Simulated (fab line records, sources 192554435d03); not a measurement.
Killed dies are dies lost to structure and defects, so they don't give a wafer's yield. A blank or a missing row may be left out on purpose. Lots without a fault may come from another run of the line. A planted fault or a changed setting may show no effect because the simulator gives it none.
fab line records | flow n5_finfet
record lots=6 wafers=17 last_day=18
route steps=1938 shown MOL_CONTACT_COAG@603 BEOL_M4@1111 PASSIVATION@1936
lots that met no fault: from a run of the same line without faults
start_h: hours from the record's first day to the start of the lot's first wafer shown | wait_h: hours since the lot's step before | " the same as in the row above | L1.1+2: a row that stands for several wafers | - no value, or no start given | * or withheld: withheld | < > ~ a bound
route shown NAME@n: a module of which the file shows steps, and the number in the route of the first | usual: mean/standard deviation of fault-free wafers | same: alike in all rows | chamber/n: place in a boat | sites: the reading at each site | _std_site: their standard deviation | _edge_site: outer sites' mean less inner sites' | radius_mm: how far each site lies from the wafer's centre | mask NAME#n: copy n | behind: the tool/chamber that last shaped the wafer | hold: why the lot was held/for how many hours/how that ended | device: the transistor (n, p or np) that didn't switch | end of line: the same wafers' tests at the end of the route | a step without rows: its recipe alone | killed: dies lost to structure and defects at the first sort, not the wafer's yield | map: a wafer's dies, x killed, . not, _ none there
set.NAME: the setting as run; set.NAME@STEP: as run at that earlier step | model.NAME: the simulator's own value behind a step, which no gauge read
lots at some steps of the route; a table a step, a row a wafer
services: from which hour (start_h, from the record's first day; less than 0 if before it) a tool's chamber was out of use, for how many hours, and why
## steps
# step N5_MOL_CONTACT_COAG_OVL_MEAS_41
# recipe points_per_wafer=522
# usual VD_OVL=0.0/0.68
# same points_per_wafer=522
# columns lot.wafer tool chamber start_h wait_h VD_OVL[nm]
L304.1 overlay-02 0 116.25 0.0 0.7
L304.2 " 0 " " 0.0
L304.4 " 0 " " -1.2
L306.1 overlay-01 0 138.02 0.0 -0.3
L306.3 " 0 " " -0.5
L306.6 " 0 " " 0.2
L308.4 overlay-01 0 147.54 0.0 1.5
L308.5 " 0 " " 2.0
L316.2 overlay-01 0 191.20 0.0 0.1
L316.4 " 0 " " 0.4
L316.5 " 0 " " -1.0
L317.1 overlay-01 0 194.28 0.0 0.0
L317.4 " 0 " " -1.1
L317.6 " 0 " " -1.1
L324.2 overlay-01 0 237.01 0.0 -0.1
L324.5 " 0 " " -0.7
L324.6 " 0 " " -1.3
# step N5_MOL_CONTACT_COAG_INSPECT_42
# recipe mode=adi inspect_instrument=brightfield
# usual raw_defect_count=181/44
# columns lot.wafer tool chamber start_h wait_h raw_defect_count
L304.1 defect_inspect-01 - 116.31 0.1 255
L304.2 " - " " 293
L304.4 " - " " 189
L306.1 defect_inspect-01 - 138.08 0.1 212
L306.3 " - " " 173
L306.6 " - " " 243
L308.4 defect_inspect-02 - 147.58 0.0 172
L308.5 " - " " 180
L316.2 defect_inspect-01 - 191.25 0.0 237
L316.4 " - " " 242
L316.5 " - " " 192
L317.1 defect_inspect-01 - 194.34 0.1 186
L317.4 " - " " 238
L317.6 " - " " 189
L324.2 defect_inspect-02 - 237.06 0.0 166
L324.5 " - " " 121
L324.6 " - " " 127
# step N5_MOL_CONTACT_COAG_DESCUM_45
# recipe chemistry=O2 time_s=7 source_power_w=50 bias_power_w=20 pressure_mtorr=20 rf_frequency_hz=2.712e+07 temp_c=40 resist=CAR-EUV o2_flow_sccm=225
# usual drypump_motor_current_A=5.6/0.41 o2_flow_sccm=224.9/0.7 oes_product_au=0.79/0.083 rf_vpp_V=243.1/1.3 showerhead_plenum_p_Torr=2.09/0.075 throttle_valve_pct=20.33/0.2
# columns lot.wafer tool chamber start_h wait_h drypump_motor_current_A o2_flow_sccm oes_product_au rf_hours_counter_h rf_vpp_V showerhead_plenum_p_Torr throttle_valve_pct
L304.1 rie_diel-06 2 116.34 0.0 5.8 224.4 0.88 41 243.2 2.11 20.07
L304.2 " 0 " " 5.2 225.9 0.74 180 244.9 2.15 19.96
L304.4 " 3 " " 5.1 225.9 0.93 25 242.3 2.07 20.44
L306.1 rie_diel-01 3 138.12 0.0 6.1 225.3 0.70 235 242.1 2.04 20.46
L306.3 " 2 " " 5.6 225.4 0.89 39 241.0 2.06 20.29
L306.6 " 1 " " 5.3 224.1 0.72 - 242.6 2.04 20.57
L308.4 rie_diel-06 3 148.33 0.7 5.1 224.8 0.92 39 241.7 2.06 20.44
L308.5 " 0 " " 5.2 225.3 0.72 - 245.4 2.14 19.99
L316.2 rie_diel-01 3 191.29 0.0 6.1 225.2 0.67 257 242.1 2.03 20.48
L316.4 " 0 " " 5.2 224.4 0.82 - 245.0 2.21 20.39
L316.5 " 2 " " 5.6 225.8 0.85 - 241.6 2.05 20.32
L317.1 rie_diel-06 1 194.37 0.0 6.4 224.1 0.88 31 244.5 2.24 20.38
L317.4 " 3 " " 5.0 225.2 0.89 54 243.7 2.06 20.48
L317.6 " 3 " " 5.1 225.9 0.90 - 242.3 2.05 20.48
L324.2 rie_diel-06 2 237.09 0.0 5.8 225.2 0.82 84 243.5 2.09 20.13
L324.5 " 2 " " 5.8 226.1 0.82 - 241.7 2.09 20.12
L324.6 " 3 " " 5.1 225.8 0.87 - 241.8 2.05 20.51
# step N5_MOL_CONTACT_COAG_ETCH_65
# recipe chemistry=N2/H2 target=underlayer target_depth_a=130 mask_material=CAR-EUV time_s=10.4 ion_energy_ev=200 pressure_mtorr=30 source_w=840 bias_w=150 n2_flow_sccm=200 h2_flow_sccm=200 ends=cleared
# step N5_MOL_CONTACT_COAG_ETCH_66
# recipe chemistry=CF4 target=SiARC target_depth_a=130 mask_material=CAR-EUV time_s=21.7 ion_energy_ev=80 pressure_mtorr=40 source_w=545 bias_w=36 Ar_flow_sccm=100 cf4_flow_sccm=100 ends=cleared
# usual cf4_flow_sccm=100.00/0.29 drypump_motor_current_A=5.6/0.41 etch_rf_on_time_s=21.6/0.6 mfc_ar_sccm=100.02/0.28 oes_product_au=0.68/0.073 rf_vpp_V=184.1/1.2 showerhead_plenum_p_Torr=2.14/0.065 throttle_valve_pct=15.54/0.18
# columns lot.wafer tool chamber start_h wait_h cf4_flow_sccm drypump_motor_current_A etch_rf_on_time_s mfc_ar_sccm oes_product_au rf_hours_counter_h rf_vpp_V showerhead_plenum_p_Torr throttle_valve_pct
L304.1 rie_diel-06 2 116.40 0.0 99.97 5.8 20.0 99.41 0.79 41 182.1 2.18 15.42
L304.2 " 0 " " 100.17 5.2 21.8 99.83 0.63 180 185.8 2.22 15.44
L304.4 " 3 " " 100.00 5.1 22.4 100.04 0.76 25 183.4 2.10 15.54
L306.1 rie_diel-01 3 138.17 0.0 99.76 6.1 21.4 99.98 0.60 235 184.3 2.11 15.75
L306.3 " 2 " " 100.02 5.5 21.6 99.96 0.75 39 184.2 2.09 15.33
L306.6 " 1 " " 99.86 5.3 20.6 99.88 0.62 - 184.0 2.10 15.95
L308.4 rie_diel-06 3 148.39 0.0 100.14 5.1 22.1 100.59 0.75 39 184.2 2.10 15.57
L308.5 " 0 " " 99.83 5.2 21.9 99.89 0.61 - 185.3 2.22 15.46
L316.2 rie_diel-01 3 191.34 0.0 100.27 6.1 21.5 99.63 0.59 257 183.9 2.10 15.78
L316.4 " 0 " " 99.96 5.2 21.5 100.42 0.70 - 185.7 2.24 15.49
L316.5 " 2 " " 99.77 5.6 21.8 99.34 0.73 - 184.2 2.08 15.38
L317.1 rie_diel-06 1 194.43 0.0 100.47 6.4 20.6 99.89 0.78 31 185.2 2.25 15.39
L317.4 " 3 " " 99.62 5.0 22.3 100.24 0.71 54 182.0 2.09 15.61
L317.6 " 3 " " 99.63 5.1 22.1 100.25 0.73 - 184.3 2.09 15.61
L324.2 rie_diel-06 2 237.15 0.0 99.81 5.8 19.9 100.41 0.73 84 185.2 2.17 15.49
L324.5 " 2 " " 100.10 5.8 19.9 100.44 0.73 - 184.2 2.17 15.51
L324.6 " 3 " " 99.82 5.1 21.9 100.11 0.71 - 182.8 2.09 15.63
# step N5_MOL_CONTACT_COAG_ALD_133
# recipe material=SiO2 target_thk_a=50 temp_c=100 ald_precursor_family=BDEAS ald_co_reactant=O2-plasma pulse_time_s=1 co_reactant_pulse_time_s=1 purge_time_s=2 co_reactant_purge_time_s=2 ald_cycles=35 pressure_torr=2
# step N5_MOL_CONTACT_COAG_ETCHBACK_134
# recipe chemistry=CHF3 target=SiO2 target_depth_a=100 time_s=6.7 ion_energy_ev=200 pressure_mtorr=30 source_w=610 bias_w=170 Ar_flow_sccm=200 CHF3_flow_sccm=50
# step N5_MOL_CONTACT_COAG_ETCH_67
# recipe chemistry=N2/H2 target=SOC target_depth_a=600 overetch_a=210 mask_material=SiARC temp_c=40 time_s=101.2 ion_energy_ev=200 pressure_mtorr=30 source_w=840 bias_w=150 n2_flow_sccm=200 h2_flow_sccm=200
# usual drypump_motor_current_A=5.6/0.45 oes_product_au=0.68/0.069 rf_vpp_V=524.4/2.5 showerhead_plenum_p_Torr=2.56/0.087 throttle_valve_pct=17.73/0.23
# columns lot.wafer tool chamber start_h wait_h drypump_motor_current_A oes_product_au rf_hours_counter_h rf_vpp_V showerhead_plenum_p_Torr throttle_valve_pct
L304.1 rie_diel-06 0 116.82 0.0 5.2 0.61 180 525.4 2.63 17.51
L304.2 " 3 " " 5.0 0.76 25 520.9 2.49 17.76
L304.4 " 1 " " 6.4 0.81 2 528.7 2.72 17.61
L306.1 rie_diel-06 0 138.46 0.0 5.2 0.61 189 525.5 2.63 17.53
L306.3 " 2 " " 5.8 0.72 49 523.8 2.59 17.60
L306.6 " 3 " " 5.1 0.74 - 522.7 2.49 17.79
L308.4 rie_diel-06 2 148.95 0.0 5.8 0.72 54 525.0 2.58 17.63
L308.5 " 0 " " 5.2 0.61 - 526.5 2.63 17.53
L316.2 rie_diel-01 0 191.63 0.0 5.2 0.68 77 528.0 2.68 17.77
L316.4 " 0 " " 5.2 0.69 - 528.5 2.68 17.79
L316.5 " 3 " " 6.2 0.58 - 524.3 2.52 18.28
L317.1 rie_diel-04 1 194.72 0.0 5.9 0.56 250 524.7 2.62 18.26
L317.4 " 2 " " 6.0 0.60 - 522.9 2.53 17.61
L317.6 " 1 " " 5.9 0.56 - 525.0 2.62 18.25
L324.2 rie_diel-01 3 237.44 0.0 6.2 0.81 5 522.2 2.51 17.64
L324.5 " 0 " " 5.2 0.66 - 528.4 2.67 17.81
L324.6 " 3 " " 6.2 0.81 - 523.3 2.51 17.65
# step N5_MOL_CONTACT_COAG_STRIP_68
# recipe chemistry=N2/H2 temp_c=40 n2_flow_sccm=200 h2_flow_sccm=200 rf_frequency_hz=6e+07
# step N5_MOL_CONTACT_COAG_STRIP_69
# recipe chemistry=N2/H2 temp_c=40 n2_flow_sccm=200 h2_flow_sccm=200 rf_frequency_hz=6e+07
# step N5_MOL_CONTACT_COAG_ETCHBACK_136
# recipe chemistry=CHF3 target=SiO2 target_depth_a=250 time_s=16.7 ion_energy_ev=200 pressure_mtorr=30 source_w=610 bias_w=170 Ar_flow_sccm=200 CHF3_flow_sccm=50
# step N5_MOL_CONTACT_COAG_STRIP_120
# recipe chemistry=CHF3 resist=SiARC rf_frequency_hz=6e+07
# step N5_MOL_CONTACT_COAG_VIA_ETCH_117
# recipe chemistry=C4F6/O2 target_depth_a=400 overetch_a=80 mask_material=SOC target=SiO2 bias_w=455 pressure_mtorr=10 time_s=26 source_w=325 Ar_flow_sccm=300 C4F6_flow_sccm=10 O2_flow_sccm=10 ion_energy_ev=575.3 ends=end_point
# usual C4F6_flow_sccm=9.99/0.03 drypump_motor_current_A=5.6/0.44 mfc_ar_sccm=299.7/0.97 oes_f_703_au=0.83/0.099 oes_product_au=0.73/0.072 rf_vpp_V=1565/39 showerhead_plenum_p_Torr=2.85/0.092 throttle_valve_pct=40.7/0.47
# columns lot.wafer tool chamber start_h wait_h C4F6_flow_sccm drypump_motor_current_A mfc_ar_sccm oes_f_703_au oes_product_au rf_hours_counter_h rf_vpp_V showerhead_plenum_p_Torr throttle_valve_pct model.SOC_of_MOL_CONTACT_COAG_COAT_62.thk_nm
L304.1 rie_diel-06 0 116.94 0.0 10.00 5.2 299.6 0.72 0.65 180 1539 2.95 40.6 51.6
L304.2 " 3 " " 10.02 5.1 299.1 0.87 0.81 25 1530 2.78 40.4 51.4
L304.4 " 1 " " 9.98 6.3 298.0 1.06 0.86 2 1532 3.00 40.3 51.8
L306.1 rie_diel-06 0 138.59 0.0 10.02 5.2 299.6 0.72 0.65 189 1538 2.95 40.7 51.8
L306.3 " 2 " " 9.99 5.8 300.2 0.92 0.76 49 1581 2.89 40.5 47.8
L306.6 " 3 " " 10.01 5.1 298.7 0.85 0.80 - 1531 2.77 40.4 51.6
L308.4 rie_diel-06 2 149.07 0.0 9.97 5.8 300.9 0.91 0.75 54 1582 2.88 40.5 47.8
L308.5 " 0 " " 9.96 5.2 300.5 0.71 0.65 - 1536 2.95 40.7 51.6
L316.2 rie_diel-01 0 191.76 0.0 9.98 5.2 300.4 0.82 0.74 77 1622 2.97 40.9 51.4
L316.4 " 0 " " 10.00 5.2 299.7 0.83 0.74 - 1622 2.97 40.9 51.6
L316.5 " 3 " " 9.98 6.2 300.9 0.69 0.61 - 1603 2.75 41.4 51.6
L317.1 rie_diel-04 1 194.84 0.0 10.07 5.9 298.9 0.64 0.60 250 1655 2.92 41.5 51.8
L317.4 " 2 " " 10.06 6.0 300.2 0.73 0.65 - 1559 2.80 40.3 52.2
L317.6 " 1 " " 10.05 5.9 299.0 0.64 0.60 - 1656 2.92 41.6 52
L324.2 rie_diel-01 3 237.56 0.0 10.00 6.1 299.7 0.99 0.86 5 1602 2.75 39.6 51.2
L324.5 " 0 " " 10.03 5.2 299.8 0.80 0.71 - 1621 2.96 40.9 51.2
L324.6 " 3 " " 10.03 6.2 301.0 0.99 0.86 - 1604 2.75 39.6 51
# step N5_MOL_CONTACT_COAG_ETCH_124
# recipe chemistry=CH3F/O2 target=SiNx target_depth_a=65 mask_material=SOC stop_on=SiOC over_etch_frac=0.3 ion_energy_ev=120 pressure_mtorr=30 source_w=395 bias_w=73 Ar_flow_sccm=150 CH3F_flow_sccm=30 O2_flow_sccm=20 ends=end_point
# usual drypump_motor_current_A=5.6/0.44 mfc_ar_sccm=150.0/0.48 oes_f_703_au=0.83/0.096 oes_product_au=0.70/0.07 rf_vpp_V=293/7.7 showerhead_plenum_p_Torr=2.01/0.067 throttle_valve_pct=16.19/0.18
# same over_etch_frac=0.3
# columns lot.wafer tool chamber start_h wait_h drypump_motor_current_A mfc_ar_sccm oes_f_703_au oes_product_au rf_hours_counter_h rf_vpp_V showerhead_plenum_p_Torr throttle_valve_pct
L304.1 rie_diel-06 0 116.97 0.0 5.2 149.5 0.74 0.63 180 287 2.08 16.13
L304.2 " 3 " " 5.1 149.6 0.86 0.77 25 287 1.96 16.23
L304.4 " 1 " " 6.3 150.1 1.04 0.83 2 286 2.12 16.03
L306.1 rie_diel-06 0 138.61 0.0 5.2 150.3 0.73 0.62 189 287 2.08 16.15
L306.3 " 2 " " 5.8 149.6 0.93 0.74 49 297 2.03 16.11
L306.6 " 3 " " 5.1 149.3 0.83 0.76 - 287 1.96 16.25
L308.4 rie_diel-06 2 149.10 0.0 5.8 149.5 0.93 0.73 54 296 2.03 16.11
L308.5 " 0 " " 5.2 149.6 0.73 0.62 - 288 2.08 16.16
L316.2 rie_diel-01 0 191.79 0.0 5.2 148.8 0.82 0.71 77 304 2.10 16.20
L316.4 " 0 " " 5.2 150.4 0.81 0.70 - 304 2.10 16.17
L316.5 " 3 " " 6.1 150.4 0.68 0.58 - 301 1.94 16.38
L317.1 rie_diel-04 1 194.87 0.0 5.9 150.0 0.64 0.57 250 310 2.06 16.67
L317.4 " 2 " " 6.0 150.4 0.72 0.60 - 292 1.98 16.06
L317.6 " 1 " " 5.9 149.8 0.64 0.57 - 310 2.06 16.66
L324.2 rie_diel-01 3 237.59 0.0 6.1 149.5 0.97 0.83 5 302 1.94 15.77
L324.5 " 0 " " 5.2 149.7 0.78 0.69 - 304 2.09 16.24
L324.6 " 3 " " 6.1 148.9 0.97 0.82 - 300 1.94 15.77
# step N5_MOL_CONTACT_COAG_ETCH_48
# recipe chemistry=C4F6/O2 target_depth_a=150 overetch_a=45 mask_material=SOC target=SiOC bias_w=465 pressure_mtorr=10 time_s=17 source_w=335 Ar_flow_sccm=300 C4F6_flow_sccm=10 O2_flow_sccm=10 ion_energy_ev=576
# usual C4F6_flow_sccm=10.001/0.028 drypump_motor_current_A=5.6/0.45 mfc_ar_sccm=299.8/0.9 oes_f_703_au=0.83/0.098 oes_product_au=0.70/0.077 rf_vpp_V=1567/39 showerhead_plenum_p_Torr=2.85/0.092 throttle_valve_pct=40.2/0.45
# columns lot.wafer tool chamber start_h wait_h C4F6_flow_sccm drypump_motor_current_A mfc_ar_sccm oes_f_703_au oes_product_au rf_hours_counter_h rf_vpp_V showerhead_plenum_p_Torr throttle_valve_pct model.SOC_of_MOL_CONTACT_COAG_COAT_62.thk_nm
L304.1 rie_diel-06 0 117.01 0.0 9.974 5.2 299.9 0.73 0.66 180 1541 2.95 40.2 45.8
L304.2 " 3 " " 9.999 5.1 299.9 0.86 0.83 25 1534 2.78 40.0 45.8
L304.4 " 1 " " 9.956 6.3 298.2 1.06 0.87 2 1534 3.00 39.9 46
L306.1 rie_diel-06 0 138.65 0.0 9.982 5.2 300.5 0.72 0.63 189 1540 2.95 40.2 46
L306.3 " 2 " " 10.036 5.8 300.9 0.92 0.77 49 1585 2.89 40.1 41.8
L306.6 " 3 " " 10.026 5.1 298.1 0.85 0.77 - 1534 2.77 40.0 45.8
L308.4 rie_diel-06 2 149.14 0.0 10.017 5.8 299.4 0.92 0.71 54 1583 2.88 40.1 41.8
L308.5 " 0 " " 9.971 5.2 299.4 0.72 0.59 - 1540 2.95 40.2 46
L316.2 rie_diel-01 0 191.83 0.0 10.021 5.2 299.5 0.82 0.75 77 1623 2.97 40.5 45.6
L316.4 " 0 " " 9.990 5.2 300.3 0.82 0.75 - 1625 2.97 40.4 45.6
L316.5 " 3 " " 10.001 6.1 299.4 0.70 0.60 - 1604 2.75 40.9 45.8
L317.1 rie_diel-04 1 194.91 0.0 9.940 5.9 298.7 0.63 0.58 250 1658 2.92 41.1 46
L317.4 " 2 " " 9.952 6.0 299.6 0.74 0.61 - 1561 2.80 39.9 46.8
L317.6 " 1 " " 10.004 5.9 300.7 0.64 0.57 - 1658 2.92 41.1 46.2
L324.2 rie_diel-01 3 237.63 0.0 10.055 6.2 300.0 0.99 0.79 5 1604 2.75 39.2 45.4
L324.5 " 0 " " 10.005 5.2 299.2 0.81 0.67 - 1622 2.96 40.5 45.4
L324.6 " 3 " " 10.039 6.2 298.9 0.97 0.83 - 1603 2.75 39.2 45.2
# step N5_MOL_CONTACT_COAG_STRIP_72
# recipe chemistry=N2/H2 power_w=450 temp_c=40 pressure_mtorr=20 rf_frequency_hz=6e+07 overash_fraction=3 bias_power_w=7 h2_frac=0.5 n2_flow_sccm=200 h2_flow_sccm=200
# usual drypump_motor_current_A=5.6/0.44 oes_product_au=0.82/0.085 rf_vpp_V=59.1/1.9 showerhead_plenum_p_Torr=2.56/0.087 throttle_valve_pct=23.5/0.34
# columns lot.wafer tool chamber start_h wait_h drypump_motor_current_A oes_product_au rf_hours_counter_h rf_vpp_V showerhead_plenum_p_Torr throttle_valve_pct
L304.1 rie_diel-06 0 117.06 0.0 5.2 0.74 180 56.1 2.63 23.2
L304.2 " 3 " " 5.1 0.94 25 57.9 2.49 23.6
L304.4 " 1 " " 6.4 0.95 2 58.5 2.72 23.3
L306.1 rie_diel-06 0 138.71 0.0 5.2 0.72 189 62.5 2.62 23.2
L306.3 " 2 " " 5.9 0.87 49 56.9 2.58 23.4
L306.6 " 3 " " 5.1 0.94 - 59.5 2.48 23.6
L308.4 rie_diel-06 2 149.19 0.0 5.8 0.85 54 60.6 2.58 23.4
L308.5 " 0 " " 5.2 0.73 - 57.6 2.62 23.2
L316.2 rie_diel-01 0 191.88 0.0 5.1 0.83 77 57.3 2.68 23.7
L316.4 " 0 " " 5.2 0.82 - 60.2 2.68 23.7
L316.5 " 3 " " 6.1 0.67 - 61.5 2.51 24.5
L317.1 rie_diel-04 1 194.97 0.0 5.9 0.67 250 59.6 2.62 24.1
L317.4 " 2 " " 6.0 0.70 - 60.1 2.52 23.3
L317.6 " 1 " " 5.8 0.67 - 65.1 2.62 24.2
L324.2 rie_diel-01 3 237.69 0.0 6.1 0.97 5 55.8 2.51 23.7
L324.5 " 0 " " 5.2 0.79 - 59.1 2.67 23.7
L324.6 " 3 " " 6.1 0.97 - 59.6 2.51 23.7
# step N5_BEOL_M4_RC_MEAS_101
# usual DIBL_N=36.4/2.7 DIBL_P=36/3.2 IOFF_N=0.16/0.046 IOFF_P=0.21/0.055 ION_N=677/15 ION_P=464/11 SS_N=71.5/0.79 SS_P=73.3/0.93 VT_N=250/4.1 VT_P=-251/4.4
# columns lot.wafer tool chamber start_h wait_h DIBL_N[mV/V] DIBL_P[mV/V] IOFF_N[nA/um] IOFF_P[nA/um] ION_N[uA/um] ION_P[uA/um] SS_N[mV/dec] SS_P[mV/dec] VT_N[mV] VT_P[mV]
L304.1 prober-01 0 188.78 0.0 38.1 39 0.20 0.30 686 480 72.7 74.1 244 -243
L304.2 " 0 " " 37.1 39 0.20 0.32 686 482 71.5 73.9 241 -240
L304.4 " 0 " " 34.7 34 0.14 0.20 689 469 71.1 72.3 248 -248
L306.1 prober-02 0 216.76 0.0 36.4 35 0.16 0.16 673 454 71.5 73.0 251 -253
L306.3 " 0 " " 36.5 36 0.17 0.19 696 478 72.0 73.5 248 -254
L306.6 " 0 " " 38.9 39 0.19 0.23 671 459 73.0 73.8 248 -250
L308.4 prober-01 0 233.02 0.5 32.7 34 0.11 0.17 662 457 70.7 71.9 253 -253
L308.5 " 0 " " 32.1 33 0.11 0.16 672 463 70.8 72.1 253 -250
L317.1 prober-01 0 265.87 0.0 34.4 34 0.11 0.14 659 444 70.8 72.3 257 -257
L317.4 " 0 " " 35.8 38 0.15 0.19 679 463 70.7 73.9 251 -251
L317.6 " 0 " " 36.1 37 0.13 0.17 679 452 71.5 72.9 256 -255
L316.2 prober-01 0 275.31 0.2 39.8 40 0.24 0.26 696 468 71.9 73.4 245 -248
L316.4 " 0 " " 41.8 43 0.29 0.31 698 465 73.2 74.5 243 -247
L316.5 " 0 " " 34.9 35 0.14 0.18 658 457 70.8 72.5 254 -251
L324.2 prober-01 0 319.60 0.2 35.0 35 0.14 0.15 662 449 71.4 72.9 252 -256
L324.5 " 0 " " 36.2 36 0.15 0.15 667 447 72.0 73.0 251 -257
L324.6 " 0 " " 29.7 30 0.07 0.10 631 438 70.5 71.5 260 -263
# step N5_PASSIVATION_PROBE_49
# usual defect_limited_yield=91.1/1.4 killed_at_M0_to_M3=34/9.7 killed_at_M4_up=13/5.1 killed_at_contacts=14/6.3 killed_at_front_end=40/11 killed_at_other=3.5/2.7 killed_dies=105/16 killed_open=70/12 killed_short=34/7.8 sort_bin_5_function=5.2/0.88 sort_bin_6_memory=3.3/0.7 sort_bin_8_speed=0.1/0.62 sort_n_pass=1074/17 sort_yield_pct=91.0/1.5
# same gross_dies=1180 killed_at_back_side=0 sort_bin_4_leakage[%]=0
# columns lot.wafer tool chamber start_h wait_h defect_limited_yield[%] killed_at_M0_to_M3 killed_at_M4_up killed_at_contacts killed_at_front_end killed_at_other killed_dies killed_open killed_short sort_bin_5_function[%] sort_bin_6_memory[%] sort_bin_8_speed[%] sort_n_pass sort_yield_pct[%]
L304.1 prober-01 - 291.78 0.0 90.3 46 6 24 34 4 114 75 39 5.7 3.6 0 1066 90.3
L304.2 prober-01 - 291.83 0.1 91.3 41 14 23 25 0 103 72 30 5.6 2.9 0 1077 91.3
L304.4 prober-01 - 291.93 0.2 92.5 36 14 18 20 0 88 56 30 4.8 2.4 0 1092 92.5
L316.2 prober-02 - 377.93 0.1 90.3 44 16 6 48 0 114 81 31 5.4 3.9 0 1066 90.3
L316.4 prober-02 - 378.03 0.2 87.5 68 10 14 54 2 148 107 41 7.8 4.3 0 1032 87.5
L316.5 prober-02 - 378.08 0.2 91.2 41 22 3 33 5 104 67 36 5.4 3.1 0 1076 91.2
# killed by level:class
L304.1 MOL_CONTACT_COAG:geometric_particle:open=21 BEOL_M0_SAQP:geometric_particle:open=19 BEOL_M0_SAQP:geometric_particle:short=15 BEOL_M2:geometric_particle:open=7 DUMMY_GATE:geometric_particle:open=5 BEOL_M4:geometric_particle:open=5 STARTING-WAFER:geometric_particle:short=5 FIN_SAQP:geometric_particle:open=4
L304.2 MOL_CONTACT_COAG:geometric_particle:open=17 BEOL_M0_SAQP:geometric_particle:open=16 BEOL_M2:geometric_particle:open=9 BEOL_M0_SAQP:geometric_particle:short=7 MOL_CONTACT_COAG:geometric_particle:short=6 BEOL_M4:geometric_particle:open=6 FIN_SAQP:geometric_particle:short=5 BEOL_M3:geometric_particle:open=5
L304.4 MOL_CONTACT_COAG:geometric_particle:open=15 BEOL_M0_SAQP:geometric_particle:short=11 BEOL_M0_SAQP:geometric_particle:open=8 BEOL_M4:geometric_particle:open=6 DUMMY_GATE:geometric_particle:open=5 BEOL_M1:geometric_particle:open=5 FIN_SAQP:geometric_particle:short=4 FIN_SAQP:geometric_particle:open=4
L316.2 FIN_SAQP:geometric_particle:open=22 BEOL_M0_SAQP:geometric_particle:open=17 BEOL_M0_SAQP:geometric_particle:short=11 BEOL_M3:geometric_particle:open=9 STI_FIN_REVEAL:geometric_particle:open=7 BEOL_M4:geometric_particle:open=7 DUMMY_GATE:geometric_particle:open=5 MOL_CONTACT_COAG:geometric_particle:open=5
L316.4 STI_FIN_REVEAL:geometric_particle:open=29 BEOL_M0_SAQP:geometric_particle:open=22 BEOL_M0_SAQP:geometric_particle:short=15 BEOL_M3:geometric_particle:open=14 MOL_CONTACT_COAG:geometric_particle:open=11 BEOL_M2:geometric_particle:open=6 FIN_SAQP:geometric_particle:short=5 FIN_SAQP:geometric_particle:open=5
L316.5 BEOL_M0_SAQP:geometric_particle:short=11 BEOL_M0_SAQP:geometric_particle:open=10 BEOL_M4:geometric_particle:open=10 FIN_SAQP:geometric_particle:short=8 BEOL_M2:geometric_particle:open=8 FIN_SAQP:geometric_particle:open=7 STARTING-WAFER:geometric_particle:open=5 DUMMY_GATE:geometric_particle:open=4
## services
# columns tool chamber start_h hours kind
rie_diel-04 3 122.87 3.9 repair
rie_diel-04 - 126.60 2.8 pm
rie_diel-01 - 144.78 4.3 pm
rie_diel-06 3 173.08 5.7 repair
rie_diel-04 3 185.80 9.3 repair
rie_diel-04 1 195.45 - clean
rie_diel-04 1 195.45 - consumable_replace:focus_ring
rie_diel-04 1 195.45 17.4 scheduled_down
rie_diel-04 1 195.45 17.4 vent_cycle
rie_diel-01 3 205.59 - clean
rie_diel-01 3 205.59 - consumable_replace:focus_ring
rie_diel-01 3 205.59 19.6 scheduled_down
rie_diel-01 3 205.59 19.6 vent_cycle
rie_diel-06 - 221.57 2.8 pm
rie_diel-01 1 225.32 - clean
rie_diel-01 1 225.32 - consumable_replace:focus_ring
rie_diel-01 1 225.32 22.4 scheduled_down
rie_diel-01 1 225.32 22.4 vent_cycle
## key
first_sign none at tools or gauges
model_effect step=N5_MOL_CONTACT_COAG_VIA_ETCH_117 value=SOC_of_MOL_CONTACT_COAG_COAT_62.thk_nm without=51.3 struck=47.8
model_effect step=N5_MOL_CONTACT_COAG_ETCH_48 value=SOC_of_MOL_CONTACT_COAG_COAT_62.thk_nm without=45.2 struck=41.8
met_at N5_MOL_CONTACT_COAG_VIA_ETCH_117
struck_wafers L306.3,L308.4
onset_between 116.94 138.59
fault kind=process_parameter_drift tool=rie_diel-06 chamber=- onset_h=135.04 steps=N5_MOL_CONTACT_COAG_VIA_ETCH_117 channel=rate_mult offset=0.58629 shape=step end_h=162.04 scope=struck_wafers_only
